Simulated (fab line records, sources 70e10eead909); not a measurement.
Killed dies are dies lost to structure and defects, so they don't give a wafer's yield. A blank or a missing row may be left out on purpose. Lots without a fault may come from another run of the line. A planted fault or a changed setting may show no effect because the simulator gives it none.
Chamber matching | flow nand_harc | NHARC_A_STAIRCASE_DEP_259 on pecvd-02: 3 sister chambers
The step deposits SiON, target thk 30 nm. 6 wafers are shown with their chamber, then 8 later ones without.

WAFERS WITH THEIR CHAMBER
wafer  | chamber | heater_power_w (W)
L086.2 | 0       | 721
L086.6 | 2       | 584
L089.1 | 2       | 485
L089.3 | 1       | 718
L089.4 | 1       | 728
L088.4 | 0       | 807

WAFERS WITHOUT THEIR CHAMBER
wafer  | heater_power_w (W)
L088.5 | 650
L088.6 | 499
L090.2 | 553
L090.3 | 716
L090.6 | 706
L092.1 | 616
L092.5 | 779
L092.6 | 624

WHICH CHAMBER EACH WENT THROUGH
wafer  | from the rows above          | in truth
L088.5 | can't be placed: 1 or 0 or 2 | 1
L088.6 | 2                            | 2
L090.2 | 2                            | 2
L090.3 | can't be placed: 1 or 0      | 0
L090.6 | can't be placed: 1 or 0      | 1
L092.1 | can't be placed: 2 or 1 or 0 | 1
L092.5 | can't be placed: 0 or 1      | 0
L092.6 | can't be placed: 2 or 1 or 0 | 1
Placed correctly: 2 of 8. Can't be placed from these rows: 6 (the true chamber is among the candidates in 6). Placed wrongly: 0.
How it was worked out, from the rows above alone: a wafer's distance from a chamber is the root of the sum, over the readings, of the square of ((its reading less the chamber's mean) divided by the reading's scatter). The wafer belongs to the nearest chamber; if the next one is less than 2 further off, it can't be placed. A chamber's mean is the mean of its shown wafers. The scatter: the root of (the sum of the squares of (reading less its chamber's mean) over the shown wafers, divided by (wafers less chambers)).
